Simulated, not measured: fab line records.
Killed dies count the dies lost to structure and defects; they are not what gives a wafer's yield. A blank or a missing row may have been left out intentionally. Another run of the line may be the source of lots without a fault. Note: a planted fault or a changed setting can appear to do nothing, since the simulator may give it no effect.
Split-lot experiment :: flow n5-finfet :: route with 1938 steps; 7 lots, 21 wafers read

## ON THE SPLIT
At N5_SD_EPI_N_ETCH_45 (etches SiOCN in CH3F/O2, target depth 6 nm), the setting target-depth-a was moved away from the recipe's 60 angstrom on 6 of the 21 wafers read, by -11.4% to +8.6%. This setting was run at the recipe's value on the other wafers.

The reading comes from the split's own step.

## THE READING
etch.depth-nm (the simulator's own value, which no gauge read), in nm, at N5_SD_EPI_N_ETCH_45 (etches SiOCN in CH3F/O2, target depth 6 nm). The file gives no usual value for it. Average 5.951 nm, standard deviation 0.18 nm, over the 15 wafers here run with the recipe.

wafer: L082.2
tool, chamber at the split: rie-diel-05, 3
target-depth-a as run, angstrom: 60
against the recipe: recipe
etch.depth-nm, nm: 5.862
against lot-mates on the recipe: -

wafer: L082.3
tool, chamber at the split: rie-diel-05, 2
target-depth-a as run, angstrom: 60
against the recipe: recipe
etch.depth-nm, nm: 5.668
against lot-mates on the recipe: -

wafer: L082.5
tool, chamber at the split: rie-diel-05, 2
target-depth-a as run, angstrom: 60
against the recipe: recipe
etch.depth-nm, nm: 5.665
against lot-mates on the recipe: -

wafer: L083.4
tool, chamber at the split: rie-diel-05, 1
target-depth-a as run, angstrom: 53.18
against the recipe: -11.4%
etch.depth-nm, nm: 5.259
against lot-mates on the recipe: -0.425

wafer: L083.5
tool, chamber at the split: rie-diel-05, 2
target-depth-a as run, angstrom: 60
against the recipe: recipe
etch.depth-nm, nm: 5.684
against lot-mates on the recipe: -

wafer: L083.6
tool, chamber at the split: rie-diel-05, 1
target-depth-a as run, angstrom: 53.18
against the recipe: -11.4%
etch.depth-nm, nm: 5.26
against lot-mates on the recipe: -0.424

wafer: L084.2
tool, chamber at the split: rie-diel-04, 1
target-depth-a as run, angstrom: 63.95
against the recipe: +6.6%
etch.depth-nm, nm: 6.487
against lot-mates on the recipe: +0.494

wafer: L084.4
tool, chamber at the split: rie-diel-04, 3
target-depth-a as run, angstrom: 60
against the recipe: recipe
etch.depth-nm, nm: 5.997
against lot-mates on the recipe: -

wafer: L084.5
tool, chamber at the split: rie-diel-04, 3
target-depth-a as run, angstrom: 60
against the recipe: recipe
etch.depth-nm, nm: 5.99
against lot-mates on the recipe: -

wafer: L085.2
tool, chamber at the split: rie-diel-04, 1
target-depth-a as run, angstrom: 65.16
against the recipe: +8.6%
etch.depth-nm, nm: 6.558
against lot-mates on the recipe: +0.389

wafer: L085.3
tool, chamber at the split: rie-diel-04, 0
target-depth-a as run, angstrom: 60
against the recipe: recipe
etch.depth-nm, nm: 6.168
against lot-mates on the recipe: -

wafer: L085.5
tool, chamber at the split: rie-diel-04, 0
target-depth-a as run, angstrom: 60
against the recipe: recipe
etch.depth-nm, nm: 6.17
against lot-mates on the recipe: -

wafer: L088.1
tool, chamber at the split: rie-diel-04, 2
target-depth-a as run, angstrom: 60
against the recipe: recipe
etch.depth-nm, nm: 6.109
against lot-mates on the recipe: -

wafer: L088.2
tool, chamber at the split: rie-diel-04, 3
target-depth-a as run, angstrom: 60
against the recipe: recipe
etch.depth-nm, nm: 5.979
against lot-mates on the recipe: -

wafer: L088.5
tool, chamber at the split: rie-diel-04, 0
target-depth-a as run, angstrom: 60
against the recipe: recipe
etch.depth-nm, nm: 6.137
against lot-mates on the recipe: -

wafer: L093.1
tool, chamber at the split: rie-diel-04, 0
target-depth-a as run, angstrom: 60
against the recipe: recipe
etch.depth-nm, nm: 6.045
against lot-mates on the recipe: -

wafer: L093.3
tool, chamber at the split: rie-diel-04, 1
target-depth-a as run, angstrom: 60
against the recipe: recipe
etch.depth-nm, nm: 5.981
against lot-mates on the recipe: -

wafer: L093.4
tool, chamber at the split: rie-diel-04, 2
target-depth-a as run, angstrom: 60
against the recipe: recipe
etch.depth-nm, nm: 6.07
against lot-mates on the recipe: -

wafer: L096.1
tool, chamber at the split: rie-diel-05, 2
target-depth-a as run, angstrom: 60
against the recipe: recipe
etch.depth-nm, nm: 5.733
against lot-mates on the recipe: -

wafer: L096.3
tool, chamber at the split: rie-diel-05, 0
target-depth-a as run, angstrom: 53.18
against the recipe: -11.4%
etch.depth-nm, nm: 5.142
against lot-mates on the recipe: -0.591

wafer: L096.4
tool, chamber at the split: rie-diel-05, 3
target-depth-a as run, angstrom: 53.18
against the recipe: -11.4%
etch.depth-nm, nm: 5.153
against lot-mates on the recipe: -0.580

FIT RESULTS
A straight line over all 21 wafers: etch.depth-nm changes by +0.0679 nm for each +1% of target-depth-a; r = +0.92; the points scatter about the line by 0.16 nm.
The same after taking each lot's own level away (the mean of its wafers on the recipe; 21 wafers): +0.0473 nm for each +1%; r = +0.96; scatter 0.074 nm.
Per that fit: largest target-depth-a move, reading shift of 0.54 nm.
From 5.6840 to 6.1690 nm: that is the span of the lots' own levels, equal to 2.7 times the standard deviation above.
So the slope is not independent of the lot-to-lot level: the two fits are not the same.
Check: with one of the wafers moved furthest among these (-11.4%) left out of the fit, the line predicts -0.55 nm for it against its lot-mates. Against them it came out at -0.425 nm.

## FURTHER SPLITS ON THESE WAFERS
Note: prior to the reading, these wafers also went through further splits. Each is held against what the fit with the lots' levels taken away leaves over:
other split on the same wafers: N5_PMOS_HMC_CHANNEL_EPI_COAT_03 spin-rpm
wafers away from the commonest value: 6
r with etch.depth-nm (lot level and that fit taken away): +0.13

other split on the same wafers: N5_PMOS_HMC_CHANNEL_EPI_DESCUM_14 time-s
wafers away from the commonest value: 10
r with etch.depth-nm (lot level and that fit taken away): -0.16

other split on the same wafers: N5_SD_EPI_N_EXPOSE_06 dose-mj
wafers away from the commonest value: 7
r with etch.depth-nm (lot level and that fit taken away): +0.27

## FILE'S OWN FIT
etch.depth-nm changes by +0.0481 nm for each +1% of target-depth-a, r = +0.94.
